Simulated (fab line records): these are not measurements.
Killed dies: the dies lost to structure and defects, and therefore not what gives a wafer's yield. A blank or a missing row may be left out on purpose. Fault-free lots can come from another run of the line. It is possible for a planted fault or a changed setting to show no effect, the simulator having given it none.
A struck lot beside a sound one ; flow nand_harc ; 25 steps out of a route of 1159
Sound: the wafers L834.2, L834.3, L834.6. Struck: wafers L846.1, L846.4, L846.6. At the end, the cause is stated.
Each step with rows lists, per side, the tool, then ch with its chambers, then its first start. Under that, the readings that differ: sound wafers ; struck wafers ; difference of the means ; sigmas: that difference in standard deviations of wafers without a fault.
alike: same words and numbers on both sides, and readings whose means sit less than 2 such deviations apart. not compared: any withheld reading, any reading some wafer has no value for, any bound like >300 that may hide the same value, and any number with overlapping values for which the record gives no deviation.
Wherever a step has rows on one side only, a row that says differs or no value, or a row with sigmas, the two part there. Non-overlapping numbers with no deviation appear without sigmas and do not part them. A reading that every wafer of one side lacks parts them only if that side has two wafers or more.

first, 1 step without rows for these wafers: NHARC_A_M0_SRD_25.
NHARC_A_M0_INSPECT_27:
  struck on defect_inspect-02, day 21 16:23; sound on defect_inspect-02, day 18 02:17
  alike: raw_defect_count
NHARC_A_M0_PRE_CLEAN_31: time 12 s.
  sound on pecvd-01 ch 1,2, day 18 02:39; struck on pecvd-01 ch 0,2, day 21 16:28
  alike: heater_power_w
NHARC_A_M0_DEP_32: deposits SiCN, target thk 30 nm.
  sound on pecvd-01 ch 1,2, day 18 02:44; struck on pecvd-01 ch 0,2, day 21 16:37
  alike: chamber_pressure_Torr, heater_power_w
then, 7 steps without rows for these wafers: NHARC_A_M1_DEP_00 (deposits SiOC, target thk 182.5 nm); NHARC_A_M1_DEHYDRATE_01 (time 120 s); NHARC_A_M1_HMDS_02 (time 30 s); NHARC_A_M1_COAT_34 (time 65 s); NHARC_A_M1_COAT_03 (resist thk 90 nm); NHARC_A_M1_SOFTBAKE_04 (time 55 s); NHARC_A_M1_EBR_05.
NHARC_A_M1_EXPOSE_06: exposes mask A M1, target cd 120 nm.
  sound on arfi_scanner-01 ch 0, day 18 03:49; struck on arfi_scanner-03 ch 0, day 21 17:31
reading;sound;struck;difference;sigmas
exposure_dose_mJ_cm2;75.21 74.94 75.01;42.36 42.14 42.32;-32.78;-99 or more
  alike: mask, focus_offset_nm
then, 2 steps without rows for these wafers: NHARC_A_M1_PEB_07 (peb time 65 s); NHARC_A_M1_DEVELOP_08 (develop time 35 s).
NHARC_A_M1_CD_MEAS_09: target cd 120 nm.
  sound on cd_sem-03 ch 0, day 18 03:58; struck on cd_sem-02 ch 0, day 21 17:39
reading;sound;struck;difference;sigmas
cd_nm (nm);120.3 119.9 119.7;86.0 86.8 85.2;-34.0;-52
NHARC_A_M1_OVL_MEAS_10: pitch 240 nm.
  struck on overlay-02, day 21 17:44; sound on overlay-01, day 18 04:03
  alike: overlay_x_nm, overlay_y_nm
NHARC_A_M1_INSPECT_11:
  struck on defect_inspect-01, day 21 17:46; sound on defect_inspect-01, day 18 04:05
  alike: raw_defect_count
NHARC_A_M1_DESCUM_14: chemistry O2, time 3 s.
  sound on rie_diel-09 ch 1,2,3, day 18 04:10; struck on rie_diel-05 ch 0,1, day 21 17:50
reading;sound;struck;difference;sigmas
model.A_M1.cd_nm (nm);121.1 120.1 120.7;85.63 86.8 85.06;-34.80;
  alike: drypump_motor_current_A, oes_product_au, rf_vpp_V, showerhead_plenum_p_Torr, throttle_valve_pct
  not compared: rf_hours_counter_h
NHARC_A_M1_ETCH_35: etches the open film in N2/H2, target depth 40 nm, overetch 12 nm, time 43.94 s.
  sound on rie_diel-09 ch 0,1,2, day 18 04:14; struck on rie_diel-05 ch 1,3, day 21 17:56
  alike: drypump_motor_current_A, n2_flow_sccm, oes_product_au, rf_vpp_V, showerhead_plenum_p_Torr, throttle_valve_pct
  not compared: rf_hours_counter_h
NHARC_A_M1_ETCH_15: etches the open film in C4F8/Ar, target depth 182.5 nm, time 91.2 s.
  sound on rie_diel-09 ch 0,1,3; struck on rie_diel-05 ch 0,2,3
  alike: oes_product_au, rf_vpp_V
  not compared: rf_hours_counter_h
NHARC_A_M1_CD_MEAS_16:
  struck on cd_sem-03, day 21 18:09; sound on cd_sem-01, day 18 04:27
reading;sound;struck;difference;sigmas
cd_nm (nm);121.5 120.3 120.4;85.6 85.8 84.8;-35.3;-35
NHARC_A_M1_STRIP_18: strips in N2/H2.
  sound on rie_diel-09 ch 1,2, day 18 04:32; struck on rie_diel-09 ch 0,1,3, day 21 18:13
  alike: drypump_motor_current_A, n2_flow_sccm, oes_product_au, power_w, rf_vpp_V, showerhead_plenum_p_Torr, throttle_valve_pct
  not compared: rf_hours_counter_h
NHARC_A_M1_ETCH_28: etches the open film in CF4/N2, target depth 30 nm, time 72.99 s.
  sound on rie_diel-09 ch 0,2,3; struck on rie_diel-09 ch 0,3
reading;sound;struck;difference;sigmas
n2_flow_sccm (sccm);100.05 99.65 100.77;99.68 99.17 99.52;-0.70;-2
model.A_M1.cd_nm (nm);121.5 119.4 119.6;85.04 85.01 84.73;-35.24;
  alike: cf4_flow_sccm, drypump_motor_current_A, oes_product_au, rf_vpp_V, showerhead_plenum_p_Torr, throttle_valve_pct
  not compared: rf_hours_counter_h
then, 1 step without rows for these wafers: NHARC_A_M1_STRIP_19 (strips in post etch residue remover, time 600 s).
NHARC_END_SORT_01:
  only the struck wafers appear in the record here, on prober-02 ch 0 at day 23 03:17; the sound ones have no rows

== WHERE THEY PART ==
At NHARC_A_M1_EXPOSE_06 first; at NHARC_END_SORT_01 last (within this record only).

WHY: what the simulator had put in
Process parameters drifting: arfi_scanner-03 at NHARC_A_M1_EXPOSE_06, beginning at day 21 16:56. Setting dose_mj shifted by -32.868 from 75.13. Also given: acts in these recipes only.
